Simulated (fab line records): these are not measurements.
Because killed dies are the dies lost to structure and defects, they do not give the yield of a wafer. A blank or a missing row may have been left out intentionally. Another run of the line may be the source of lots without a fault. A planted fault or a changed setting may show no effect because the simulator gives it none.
fab line records ; flow nand-harc ; part 1 of 2: steps 1 to 23 of 35
record lots=5; wafers=15; last-day=33
route steps=1302 shown THIN_TSV@1257
lots that met no fault: taken from a fault-free run of the same line
start-h: the number of hours between the record's first day and the start of the first shown wafer of the lot ; wait-h: hours since the lot's step before ; " unchanged from the row above ; L1.1+2: one row covering several wafers at once ; - no value present, or no start provided ; * or withheld: withheld ; < > ~ a bound
route shown NAME@n: names a module that has steps shown in the file, with the first one's number in the route ; usual: mean/standard deviation taken from wafers without a fault ; same: alike in all rows ; chamber/n: place in a boat ; sites: each site's reading ; _std_site: standard deviation of those values ; _edge_site: inner sites' mean taken away from outer sites' mean ; radius-mm: how far each site lies from the wafer's centre ; mask NAME#n: copy n ; behind: the last tool/chamber to shape the wafer ; hold: cause of the lot's hold/its duration in hours/its outcome ; device: whichever transistor did not switch (one of n, p or np) ; end of line: the tests these same wafers got at the end of their route ; a step given without rows: its recipe and nothing more ; killed: at the first sort, the dies lost to defects and structure; wafer yield is something else ; map: shows each die of a wafer: x if killed, . if not, _ if none is there
set.NAME: the run value of the setting; set.NAME@STEP: its run value at that earlier step ; model.NAME: the simulator's own value behind a step, which no gauge read
lots at some steps of the route; a table a step, a row a wafer
services: the hour from which a tool's chamber was out of use, counted from the record's first day as start-h (under 0 if before that day), plus the number of hours and why
## steps
# step NHARC_THIN_TSV_PEB_10
# recipe peb-temp-c=118; peb-time-s=85
# usual exhaust-pa=45.1/0.86
lot.wafer;tool;chamber;start-h;wait-h;exhaust-pa
L075.4;litho-track-07;0;525.70;0.0;45.8
L075.5;litho-track-07;0;525.70;0.0;44.7
L075.6;litho-track-07;0;525.70;0.0;45.5
L085.1;litho-track-03;0;731.35;0.1;44.6
L085.3;litho-track-03;0;731.35;0.1;44.7
L085.5;litho-track-03;0;731.35;0.1;44.6
L087.3;litho-track-03;0;732.43;0.1;45.9
L087.4;litho-track-03;0;732.43;0.1;45.4
L087.6;litho-track-03;0;732.43;0.1;44.4
L093.1;litho-track-07;0;739.71;0.1;45.5
L093.3;litho-track-07;0;739.71;0.1;44.8
L093.4;litho-track-07;0;739.71;0.1;44.9
L097.2;litho-track-05;0;750.00;0.1;44.1
L097.4;litho-track-05;0;750.00;0.1;45.3
L097.5;litho-track-05;0;750.00;0.1;45.6
# step NHARC_THIN_TSV_DEVELOP_11
# recipe time-s=70
# usual exhaust-pa=44.9/0.83
lot.wafer;tool;chamber;start-h;wait-h;exhaust-pa
L075.4;litho-track-07;0;-;-;45.9
L075.5;litho-track-07;0;-;-;45.9
L075.6;litho-track-07;0;-;-;44.4
L085.1;litho-track-03;0;-;-;45.0
L085.3;litho-track-03;0;-;-;44.1
L085.5;litho-track-03;0;-;-;45.0
L087.3;litho-track-03;0;-;-;44.8
L087.4;litho-track-03;0;-;-;43.8
L087.6;litho-track-03;0;-;-;45.2
L093.1;litho-track-07;0;-;-;43.7
L093.3;litho-track-07;0;-;-;44.9
L093.4;litho-track-07;0;-;-;44.9
L097.2;litho-track-05;0;-;-;45.0
L097.4;litho-track-05;0;-;-;44.5
L097.5;litho-track-05;0;-;-;43.8
# step NHARC_THIN_TSV_CD_MEAS_12
# recipe target-cd-nm=1000; landing-energy-ev=500
# usual cd-nm=999.7/1.3
lot.wafer;tool;chamber;start-h;wait-h;cd-nm
L075.4;cd-sem-02;0;525.79;-;999.5
L075.5;cd-sem-02;0;525.79;-;998.7
L075.6;cd-sem-02;0;525.79;-;1000.1
L085.1;cd-sem-01;0;731.45;-;999.6
L085.3;cd-sem-01;0;731.45;-;999.5
L085.5;cd-sem-01;0;731.45;-;1000.5
L087.3;cd-sem-01;0;732.52;-;1000.7
L087.4;cd-sem-01;0;732.52;-;999.3
L087.6;cd-sem-01;0;732.52;-;1000.1
L093.1;cd-sem-03;0;739.80;-;1002.5
L093.3;cd-sem-03;0;739.80;-;1001.3
L093.4;cd-sem-03;0;739.80;-;1001.7
L097.2;cd-sem-01;0;750.09;-;998.5
L097.4;cd-sem-01;0;750.09;-;999.6
L097.5;cd-sem-01;0;750.09;-;1000.0
# step NHARC_THIN_TSV_HARDBAKE_13
# recipe temp-c=125; time-s=80
# usual exhaust-pa=44.7/0.8
lot.wafer;tool;chamber;start-h;wait-h;exhaust-pa
L075.4;litho-track-05;0;525.87;-;45.5
L075.5;litho-track-05;0;525.87;-;45.2
L075.6;litho-track-05;0;525.87;-;45.0
L085.1;litho-track-03;0;731.53;-;44.6
L085.3;litho-track-03;0;731.53;-;44.6
L085.5;litho-track-03;0;731.53;-;44.6
L087.3;litho-track-05;0;732.60;-;45.6
L087.4;litho-track-05;0;732.60;-;44.7
L087.6;litho-track-05;0;732.60;-;45.5
L093.1;litho-track-05;0;739.88;-;43.5
L093.3;litho-track-05;0;739.88;-;45.3
L093.4;litho-track-05;0;739.88;-;44.3
L097.2;litho-track-05;0;750.17;-;44.4
L097.4;litho-track-05;0;750.17;-;44.5
L097.5;litho-track-05;0;750.17;-;42.9
# step NHARC_THIN_TSV_DESCUM_14
# recipe time-s=3; o2-flow-sccm=200; ar-flow-sccm=0; bias-power-w=0; chemistry=O2
# usual chamber-pressure-mTorr=60.00/0.056; drypump-motor-current-A=5.6/0.44; oes-product-au=0.998/0.0067; rf-vpp-V=58.0/0.81; showerhead-plenum-p-Torr=1.95/0.068; throttle-valve-pct=11.311/0.0087
lot.wafer;tool;chamber;start-h;wait-h;chamber-pressure-mTorr;drypump-motor-current-A;oes-product-au;rf-hours-counter-h;rf-vpp-V;showerhead-plenum-p-Torr;throttle-valve-pct
L075.4;rie-diel-06;0;525.94;-;60.00;5.8;1.000;2.0;59.2;1.91;11.304
L075.5;rie-diel-06;0;525.94;-;60.02;5.8;1.012;-;59.3;1.91;11.314
L075.6;rie-diel-06;1;525.94;-;59.98;5.5;1.002;-;56.2;1.98;11.294
L085.1;rie-diel-08;1;731.61;-;60.10;5.2;0.997;1.2;58.5;2.04;11.294
L085.3;rie-diel-08;2;731.61;-;60.02;5.9;1.004;1.2;59.0;2.00;11.303
L085.5;rie-diel-08;1;731.61;-;60.11;5.2;0.995;-;58.5;2.04;11.301
L087.4;rie-diel-08;1;732.68;-;59.99;5.2;1.007;1.4;58.4;2.04;11.319
L087.3;rie-diel-08;3;732.68;-;60.08;6.5;0.995;2.3;56.9;1.82;11.301
L087.6;rie-diel-08;2;732.68;-;59.98;5.9;1.002;-;57.9;2.00;11.329
L093.3;rie-diel-06;1;739.96;-;60.07;5.4;0.987;5.1;57.6;1.98;11.311
L093.1;rie-diel-06;2;739.96;-;59.85;6.4;0.997;6.1;57.8;2.05;11.330
L093.4;rie-diel-06;0;739.96;-;60.00;5.8;0.994;5.9;58.6;1.91;11.315
L097.4;rie-diel-08;0;750.25;-;59.98;5.0;0.994;3.3;56.4;1.90;11.309
L097.2;rie-diel-08;2;750.25;-;59.99;5.9;0.991;3.0;58.6;2.00;11.316
L097.5;rie-diel-08;1;750.25;-;60.03;5.2;0.999;-;58.8;2.04;11.306
# step NHARC_THIN_TSV_ETCH_44
# recipe target-depth-a=15942; time-s=797.1; cf4-flow-sccm=150; o2-flow-sccm=10; ar-flow-sccm=0; rf-w=300; bias-w=800; chemistry=CF4/O2
# usual bias-w=800.4/2.5; chamber-pressure-mTorr=29.999/0.027; drypump-motor-current-A=5.6/0.48; oes-product-au=0.999/0.007; rf-vpp-V=796/3.8; showerhead-plenum-p-Torr=1.86/0.062; throttle-valve-pct=16.914/0.0094
lot.wafer;tool;chamber;start-h;wait-h;bias-w;chamber-pressure-mTorr;drypump-motor-current-A;oes-product-au;rf-hours-counter-h;rf-vpp-V;showerhead-plenum-p-Torr;throttle-valve-pct
L075.4;rie-diel-06;1;526.20;0.3;802.7;30.037;5.4;1.010;2.5;798;1.89;16.914
L075.6;rie-diel-06;2;526.20;0.3;801.1;29.992;6.4;0.996;-;801;1.95;16.912
L075.5;rie-diel-06;3;526.20;0.3;801.8;30.012;5.6;0.999;-;797;1.87;16.904
L085.1;rie-diel-08;2;731.69;0.1;801.7;29.964;5.9;0.999;1.4;799;1.91;16.906
L085.3;rie-diel-08;0;731.69;0.1;800.8;29.956;5.0;1.011;1.8;794;1.82;16.886
L085.5;rie-diel-08;3;731.69;0.1;801.6;29.990;6.5;1.012;-;790;1.75;16.907
L087.3;rie-diel-08;2;732.87;0.2;797.3;29.974;5.9;0.999;1.8;799;1.91;16.906
L087.4;rie-diel-08;3;732.87;0.2;801.0;30.076;6.4;0.995;2.4;789;1.75;16.904
L087.6;rie-diel-08;1;732.87;0.2;802.5;29.925;5.2;0.995;-;803;1.95;16.923
L093.3;rie-diel-06;2;740.10;0.1;797.2;29.920;6.4;1.009;6.2;802;1.95;16.909
L093.1;rie-diel-06;3;740.10;0.1;798.1;29.996;5.6;0.992;6.7;796;1.86;16.905
L093.4;rie-diel-06;0;740.10;0.1;801.2;30.015;5.8;1.007;6.0;795;1.83;16.918
L097.2;rie-diel-08;3;750.33;0.1;798.8;29.973;6.4;0.994;3.5;790;1.75;16.908
L097.4;rie-diel-08;2;750.33;0.1;801.4;30.024;5.9;1.009;3.1;799;1.91;16.920
L097.5;rie-diel-08;3;750.33;0.1;798.8;30.016;6.5;1.000;-;789;1.75;16.917
# step NHARC_THIN_TSV_ETCH_15
# recipe target-depth-a=30000; bosch-target-overetch-cycles=2; bosch-etch-step-s=2.8; bosch-dep-step-s=1.2; bosch-cycles=14
# usual drypump-motor-current-A=5.7/0.61
lot.wafer;tool;chamber;start-h;wait-h;drypump-motor-current-A;rf-hours-counter-h
L075.4;rie-si-06;1;526.62;-;4.7;0.70
L075.6;rie-si-06;0;526.62;-;6.5;-
L075.5;rie-si-06;1;526.62;-;4.6;-
L085.1;rie-si-02;3;732.26;-;5.1;0.49
L085.3;rie-si-02;0;732.26;-;5.6;0.60
L085.5;rie-si-02;3;732.26;-;5.1;-
L087.3;rie-si-06;3;733.36;-;5.7;0.90
L087.4;rie-si-06;1;733.36;-;4.7;-
L087.6;rie-si-06;3;733.36;-;5.7;-
L093.4;rie-si-05;2;740.61;-;6.4;0.70
L093.1;rie-si-05;3;740.61;-;6.1;0.76
L093.3;rie-si-05;0;740.61;-;5.5;0.75
L097.2;rie-si-06;2;750.94;-;6.0;1.09
L097.5;rie-si-06;3;750.94;-;5.7;-
L097.4;rie-si-06;1;750.94;-;4.7;-
# step NHARC_THIN_TSV_CD_MEAS_16
# usual cd-nm=999.8/1.4
lot.wafer;tool;chamber;start-h;wait-h;cd-nm
L075.4;cd-sem-02;-;526.76;0.1;1000.2
L075.5;cd-sem-02;-;526.76;0.1;1000.4
L075.6;cd-sem-02;-;526.76;0.1;1000.8
L085.1;cd-sem-01;-;732.40;0.1;999.5
L085.3;cd-sem-01;-;732.40;0.1;998.8
L085.5;cd-sem-01;-;732.40;0.1;1000.6
L087.3;cd-sem-02;-;733.50;0.1;1001.5
L087.4;cd-sem-02;-;733.50;0.1;1000.2
L087.6;cd-sem-02;-;733.50;0.1;1000.7
L093.1;cd-sem-03;-;740.76;0.1;1002.8
L093.3;cd-sem-03;-;740.76;0.1;1001.5
L093.4;cd-sem-03;-;740.76;0.1;1002.1
L097.2;cd-sem-03;-;751.08;0.1;998.3
L097.4;cd-sem-03;-;751.08;0.1;999.4
L097.5;cd-sem-03;-;751.08;0.1;1000.8
# step NHARC_THIN_TSV_STRIP_45
# recipe power-w=1500; temp-c=250; chemistry=O2
# usual drypump-motor-current-A=5.9/0.37; heater-power-w=307/16
lot.wafer;tool;chamber;start-h;wait-h;drypump-motor-current-A;heater-power-w;rf-hours-counter-h
L075.4;plasma-asher-01;1;526.92;0.2;6.1;324;-
L075.6;plasma-asher-01;1;526.92;0.2;6.1;319;-
L075.5;plasma-asher-01;0;526.92;0.2;5.4;289;-
L085.1;plasma-asher-02;0;732.48;0.1;6.3;300;25
L085.3;plasma-asher-02;1;732.48;0.1;6.2;312;-
L085.5;plasma-asher-02;0;732.48;0.1;6.3;302;-
L087.4;plasma-asher-01;1;733.66;0.2;6.1;342;-
L087.3;plasma-asher-01;0;733.66;0.2;5.4;291;-
L087.6;plasma-asher-01;0;733.66;0.2;5.4;282;-
L093.1;plasma-asher-01;1;740.83;0.1;6.1;332;12
L093.4;plasma-asher-01;1;740.83;0.1;6.1;328;-
L093.3;plasma-asher-01;0;740.83;0.1;5.4;287;-
L097.2;plasma-asher-01;1;751.15;0.1;6.1;333;16
L097.4;plasma-asher-01;1;751.15;0.1;6.1;328;-
L097.5;plasma-asher-01;1;751.15;0.1;6.1;333;-
# step NHARC_THIN_TSV_STRIP_46
# recipe time-s=1200; temp-c=72.5; chemistry=post-etch-residue-remover
# usual bath-guard-temp-C=72.4/0.42
lot.wafer;tool;chamber;start-h;wait-h;bath-guard-temp-C
L075.4;wet-bench-10;6;527.17;0.2;72.2
L075.5;wet-bench-10;7;527.17;0.2;72.4
L075.6;wet-bench-10;1;527.17;0.2;72.6
L085.1;wet-bench-08;2;732.83;0.3;71.9
L085.3;wet-bench-08;4;732.83;0.3;72.1
L085.5;wet-bench-08;7;732.83;0.3;73.3
L087.6;wet-bench-10;3;733.92;0.1;73.1
L087.4;wet-bench-10;4;733.92;0.1;72.9
L087.3;wet-bench-10;0;733.92;0.1;72.9
L093.1;wet-bench-10;7;741.19;0.3;72.2
L093.4;wet-bench-10;2;741.19;0.3;72.5
L093.3;wet-bench-10;3;741.19;0.3;73.1
L097.4;wet-bench-08;3;751.49;0.2;72.6
L097.5;wet-bench-08;6;751.49;0.2;72.5
L097.2;wet-bench-08;7;751.49;0.2;72.8
# step NHARC_THIN_TSV_DEP_47
# recipe target-thk-a=2000; temp-c=withheld; pressure-torr=6.5; rf-w=900; teos-flow-sccm=161.4; flow-sccm=2650; target-thk-nm=200; gas=O2; material=SiO2
# usual chamber-pressure-Torr=6.501/0.014; throttle-valve-pct=15.9/0.54
lot.wafer;tool;chamber;start-h;wait-h;chamber-pressure-Torr;throttle-valve-pct
L075.4;pecvd-01;1;527.77;-;6.497;16.3
L075.5;pecvd-01;2;527.77;-;6.503;16.2
L075.6;pecvd-01;0;527.77;-;6.497;14.5
L085.1;pecvd-02;0;733.33;-;6.510;15.8
L085.3;pecvd-02;1;733.33;-;6.502;15.6
L085.5;pecvd-02;1;733.33;-;6.505;15.3
L087.3;pecvd-02;0;734.47;-;6.527;15.7
L087.4;pecvd-02;2;734.47;-;6.489;16.5
L087.6;pecvd-02;0;734.47;-;6.508;15.9
L093.3;pecvd-01;1;741.63;-;6.492;16.3
L093.1;pecvd-01;0;741.63;-;6.514;14.6
L093.4;pecvd-01;2;741.63;-;6.486;16.0
L097.2;pecvd-04;0;752.03;-;6.484;15.5
L097.5;pecvd-04;1;752.03;-;6.515;16.3
L097.4;pecvd-04;0;752.03;-;6.496;15.7
# step NHARC_THIN_TSV_ETCHBACK_48
# recipe target-depth-a=10285; over-etch-frac=0.3; time-s=405.17; ion-energy-ev=250; c4f8-flow-sccm=withheld; ar-flow-sccm=withheld; rf-w=600; bias-w=300; chemistry=C4F8/Ar
# usual bias-w=300.0/0.97; chamber-pressure-mTorr=25.001/0.024; oes-product-au=0.95/0.031; rf-vpp-V=547.9/2.6
lot.wafer;tool;chamber;start-h;wait-h;bias-w;chamber-pressure-mTorr;oes-product-au;rf-hours-counter-h;rf-vpp-V
L075.4;rie-diel-06;1;528.11;-;299.3;25.027;0.93;2.7;549.8
L075.5;rie-diel-06;3;528.11;-;301.8;25.013;0.91;-;547.5
L075.6;rie-diel-06;0;528.11;-;299.5;25.055;0.92;-;547.0
L085.3;rie-diel-09;3;733.71;-;300.8;24.989;0.92;2.7;548.5
L085.1;rie-diel-09;2;733.71;-;300.6;24.988;0.92;3.4;546.0
L085.5;rie-diel-09;0;733.71;-;300.0;24.986;0.93;-;548.1
L087.4;rie-diel-09;2;734.78;-;300.4;25.035;0.93;3.5;547.1
L087.3;rie-diel-09;3;734.78;-;300.4;25.012;0.94;2.9;548.7
L087.6;rie-diel-09;2;734.78;-;300.1;25.015;0.92;-;545.4
L093.3;rie-diel-09;1;742.07;-;300.9;25.013;0.92;4.5;544.0
L093.1;rie-diel-09;2;742.07;-;300.1;25.017;0.91;4.4;543.8
L093.4;rie-diel-09;3;742.07;-;301.8;25.013;0.92;3.8;550.1
L097.2;rie-diel-08;3;752.34;-;300.5;24.978;0.91;3.8;544.4
L097.4;rie-diel-08;1;752.34;-;299.6;25.031;0.91;3.3;552.0
L097.5;rie-diel-08;3;752.34;-;301.3;25.011;0.92;-;545.3
# step NHARC_THIN_TSV_STRIP_62
# recipe power-w=1500; temp-c=250; time-s=20; chemistry=N2/H2
# usual drypump-motor-current-A=5.9/0.38; heater-power-w=307/17
lot.wafer;tool;chamber;start-h;wait-h;drypump-motor-current-A;heater-power-w;rf-hours-counter-h
L075.4;plasma-asher-01;0;528.43;-;5.4;287;-
L075.5;plasma-asher-01;0;528.43;-;5.4;291;-
L075.6;plasma-asher-01;1;528.43;-;6.1;313;-
L085.1;plasma-asher-02;0;734.09;-;6.3;311;26
L085.3;plasma-asher-02;0;734.09;-;6.3;307;-
L085.5;plasma-asher-02;1;734.09;-;6.2;302;-
L087.4;plasma-asher-01;0;735.18;-;5.4;292;-
L087.3;plasma-asher-01;1;735.18;-;6.1;329;-
L087.6;plasma-asher-01;0;735.18;-;5.3;292;-
L093.1;plasma-asher-01;1;742.45;-;6.1;328;13
L093.4;plasma-asher-01;0;742.45;-;5.4;288;-
L093.3;plasma-asher-01;1;742.45;-;6.1;332;-
L097.2;plasma-asher-01;1;752.70;-;6.1;333;16
L097.4;plasma-asher-01;1;752.70;-;6.1;338;-
L097.5;plasma-asher-01;0;752.70;-;5.4;286;-
# step NHARC_THIN_TSV_DEGAS_49
# recipe temp-c=300; time-s=120
# usual heater-power-w=460/50
lot.wafer;tool;chamber;start-h;wait-h;heater-power-w
L075.4;pvd-sputter-01;-;528.60;0.1;522
L075.6;pvd-sputter-01;-;528.60;0.1;439
L075.5;pvd-sputter-01;-;528.60;0.1;428
L085.3;pvd-sputter-01;-;734.23;0.1;471
L085.1;pvd-sputter-01;-;734.23;0.1;545
L085.5;pvd-sputter-01;-;734.23;0.1;423
L087.3;pvd-sputter-01;-;735.31;0.1;457
L087.4;pvd-sputter-01;-;735.31;0.1;527
L087.6;pvd-sputter-01;-;735.31;0.1;417
L093.3;pvd-sputter-03;-;742.60;0.1;444
L093.4;pvd-sputter-03;-;742.60;0.1;410
L093.1;pvd-sputter-03;-;742.60;0.1;519
L097.2;pvd-sputter-03;-;752.87;0.1;409
L097.4;pvd-sputter-03;-;752.87;0.1;507
L097.5;pvd-sputter-03;-;752.87;0.1;518
# step NHARC_THIN_TSV_PRE_CLEAN_50
# recipe time-s=30; temp-c=280; gas=H2/He
# usual heater-power-w=406/45
lot.wafer;tool;chamber;start-h;wait-h;heater-power-w
L075.4;pvd-sputter-01;-;-;-;380
L075.6;pvd-sputter-01;-;-;-;370
L075.5;pvd-sputter-01;-;-;-;378
L085.1;pvd-sputter-01;-;-;-;489
L085.3;pvd-sputter-01;-;-;-;378
L085.5;pvd-sputter-01;-;-;-;492
L087.4;pvd-sputter-01;-;-;-;413
L087.3;pvd-sputter-01;-;-;-;390
L087.6;pvd-sputter-01;-;-;-;486
L093.3;pvd-sputter-03;-;-;-;396
L093.4;pvd-sputter-03;-;-;-;466
L093.1;pvd-sputter-03;-;-;-;362
L097.4;pvd-sputter-03;-;-;-;394
L097.2;pvd-sputter-03;-;-;-;454
L097.5;pvd-sputter-03;-;-;-;462
# step NHARC_THIN_TSV_PVD_19
# recipe target-thk-a=200; chamber-pressure-pa=5; material=TaN
# usual throttle-valve-pct=30.3/1.3
lot.wafer;tool;chamber;start-h;wait-h;throttle-valve-pct
L075.4;pvd-sputter-01;-;-;-;28.7
L075.6;pvd-sputter-01;-;-;-;31.4
L075.5;pvd-sputter-01;-;-;-;32.4
L085.1;pvd-sputter-01;-;-;-;29.9
L085.3;pvd-sputter-01;-;-;-;28.3
L085.5;pvd-sputter-01;-;-;-;30.4
L087.4;pvd-sputter-01;-;-;-;28.6
L087.3;pvd-sputter-01;-;-;-;30.4
L087.6;pvd-sputter-01;-;-;-;30.3
L093.3;pvd-sputter-03;-;-;-;31.2
L093.1;pvd-sputter-03;-;-;-;29.7
L093.4;pvd-sputter-03;-;-;-;29.8
L097.2;pvd-sputter-03;-;-;-;29.8
L097.4;pvd-sputter-03;-;-;-;28.5
L097.5;pvd-sputter-03;-;-;-;29.8
# step NHARC_THIN_TSV_PVD_51
# recipe target-thk-a=1000; chamber-pressure-pa=5; material=Cu
# usual throttle-valve-pct=30.1/1.3
lot.wafer;tool;chamber;start-h;wait-h;throttle-valve-pct
L075.4;pvd-sputter-01;-;-;-;32.5
L075.6;pvd-sputter-01;-;-;-;29.5
L075.5;pvd-sputter-01;-;-;-;28.6
L085.3;pvd-sputter-01;-;-;-;32.6
L085.1;pvd-sputter-01;-;-;-;30.2
L085.5;pvd-sputter-01;-;-;-;30.5
L087.3;pvd-sputter-01;-;-;-;28.1
L087.4;pvd-sputter-01;-;-;-;32.6
L087.6;pvd-sputter-01;-;-;-;30.1
L093.3;pvd-sputter-03;-;-;-;29.6
L093.1;pvd-sputter-03;-;-;-;28.7
L093.4;pvd-sputter-03;-;-;-;31.0
L097.2;pvd-sputter-03;-;-;-;30.7
L097.4;pvd-sputter-03;-;-;-;29.4
L097.5;pvd-sputter-03;-;-;-;28.6
# step NHARC_THIN_TSV_ECD_20
# recipe target-thk-a=20000; material=Cu
lot.wafer;tool;chamber;start-h;wait-h
L075.4+6+5;ecd-cu-01;0,0,1;529.22;-
L085.1+3+5;ecd-cu-01;0,0,1;734.79;-
L087.3+4+6;ecd-cu-01;0,1,0;735.98;-
L093.1+3+4;ecd-cu-01;0,0,1;743.16;-
L097.2+4+5;ecd-cu-01;1,0,1;753.33;-
# step NHARC_THIN_TSV_ANNEAL_52
# recipe temp-c=225; time-s=90
# usual anneal-temp-c=225.03/0.18; wafer_temp_C_max=225.85/0.26
lot.wafer;tool;chamber;start-h;wait-h;anneal-temp-c;wafer_temp_C_max
L075.4;rtp-anneal-01;0;529.90;0.6;224.97;226.14
L075.5;rtp-anneal-01;0;529.90;0.6;224.94;225.68
L075.6;rtp-anneal-01;0;529.90;0.6;225.02;225.95
L085.1;rtp-anneal-02;0;735.42;0.5;224.84;226.13
L085.3;rtp-anneal-02;0;735.42;0.5;225.17;225.77
L085.5;rtp-anneal-02;0;735.42;0.5;225.11;226.28
L087.3;rtp-anneal-02;0;736.61;0.5;225.10;225.86
L087.4;rtp-anneal-02;0;736.61;0.5;225.34;225.89
L087.6;rtp-anneal-02;0;736.61;0.5;225.26;226.35
L093.1;rtp-anneal-01;0;743.89;0.6;224.87;225.87
L093.3;rtp-anneal-01;0;743.89;0.6;224.90;225.77
L093.4;rtp-anneal-01;0;743.89;0.6;224.99;225.86
L097.2;rtp-anneal-02;0;754.11;0.7;225.24;225.93
L097.4;rtp-anneal-02;0;754.11;0.7;225.02;226.07
L097.5;rtp-anneal-02;0;754.11;0.7;224.84;225.76
# step NHARC_THIN_TSV_CMP_21
# recipe t-overpolish-s=30; target-thk-nm=2000
# usual motor-current-A=11.9/1.1; overpolish-run-s=30.001/0.009; slurry-flow-ml-min=150.0/0.46
lot.wafer;tool;chamber;start-h;wait-h;motor-current-A;overpolish-run-s;slurry-flow-ml-min
L075.4;cmp-01;2;530.18;-;12.4;29.998;150.8
L075.5;cmp-01;3;530.18;-;13.2;30.003;149.7
L075.6;cmp-01;0;530.18;-;14.0;30.006;150.8
L085.1;cmp-02;1;735.77;-;10.3;30.017;150.3
L085.3;cmp-02;0;735.77;-;10.8;30.014;150.0
L085.5;cmp-02;1;735.77;-;9.9;30.008;149.9
L087.4;cmp-03;3;736.87;-;11.9;30.008;150.3
L087.3;cmp-03;0;736.87;-;12.6;29.995;150.4
L087.6;cmp-03;3;736.87;-;11.5;29.992;149.5
L093.3;cmp-01;1;744.23;-;10.9;29.993;149.6
L093.1;cmp-01;2;744.23;-;13.2;30.003;150.0
L093.4;cmp-01;0;744.23;-;13.6;29.994;150.1
L097.2;cmp-02;2;754.40;-;12.1;29.995;150.4
L097.4;cmp-02;1;754.40;-;9.5;30.014;149.8
L097.5;cmp-02;3;754.40;-;11.3;29.979;150.0
# step NHARC_THIN_TSV_SRD_23
lot.wafer;tool;chamber;start-h;wait-h
L075.6+5+4;wet-bench-10;2,4,6;530.45;0.0
L085.5+1+3;wet-bench-08;0,1,3;736.13;0.0
L087.3+6+4;wet-bench-08;7,1,2;737.21;0.0
L093.3+1+4;wet-bench-08;4,5,0;744.60;0.0
L097.4+2+5;wet-bench-10;5,6,0;754.77;0.0
# step NHARC_THIN_TSV_DEGAS_53
# recipe temp-c=300; time-s=60
# usual heater-power-w=457/51
lot.wafer;tool;chamber;start-h;wait-h;heater-power-w
L075.4;pvd-sputter-01;-;530.55;0.1;427
L075.5;pvd-sputter-01;-;530.55;0.1;431
L075.6;pvd-sputter-01;-;530.55;0.1;443
L085.1;pvd-sputter-03;-;736.22;0.1;539
L085.3;pvd-sputter-03;-;736.22;0.1;409
L085.5;pvd-sputter-03;-;736.22;0.1;532
L087.4;pvd-sputter-03;-;737.31;0.1;412
L087.3;pvd-sputter-03;-;737.31;0.1;520
L087.6;pvd-sputter-03;-;737.31;0.1;521
L093.4;pvd-sputter-02;-;744.69;0.1;428
L093.1;pvd-sputter-02;-;744.69;0.1;480
L093.3;pvd-sputter-02;-;744.69;0.1;466
L097.4;pvd-sputter-03;-;754.86;0.1;408
L097.2;pvd-sputter-03;-;754.86;0.1;449
L097.5;pvd-sputter-03;-;754.86;0.1;519
# step NHARC_THIN_TSV_PRE_CLEAN_54
# recipe time-s=30; temp-c=280; gas=H2/He
# usual heater-power-w=400/45
lot.wafer;tool;chamber;start-h;wait-h;heater-power-w
L075.4;pvd-sputter-01;-;530.62;0.1;401
L075.6;pvd-sputter-01;-;530.62;0.1;398
L075.5;pvd-sputter-01;-;530.62;0.1;447
L085.1;pvd-sputter-03;-;736.30;0.1;364
L085.3;pvd-sputter-03;-;736.30;0.1;460
L085.5;pvd-sputter-03;-;736.30;0.1;362
L087.3;pvd-sputter-03;-;737.39;0.1;456
L087.4;pvd-sputter-03;-;737.39;0.1;353
L087.6;pvd-sputter-03;-;737.39;0.1;407
L093.3;pvd-sputter-02;-;744.77;0.0;328
L093.4;pvd-sputter-02;-;744.77;0.0;390
L093.1;pvd-sputter-02;-;744.77;0.0;422
L097.2;pvd-sputter-03;-;754.94;0.1;459
L097.4;pvd-sputter-03;-;754.94;0.1;393
L097.5;pvd-sputter-03;-;754.94;0.1;375
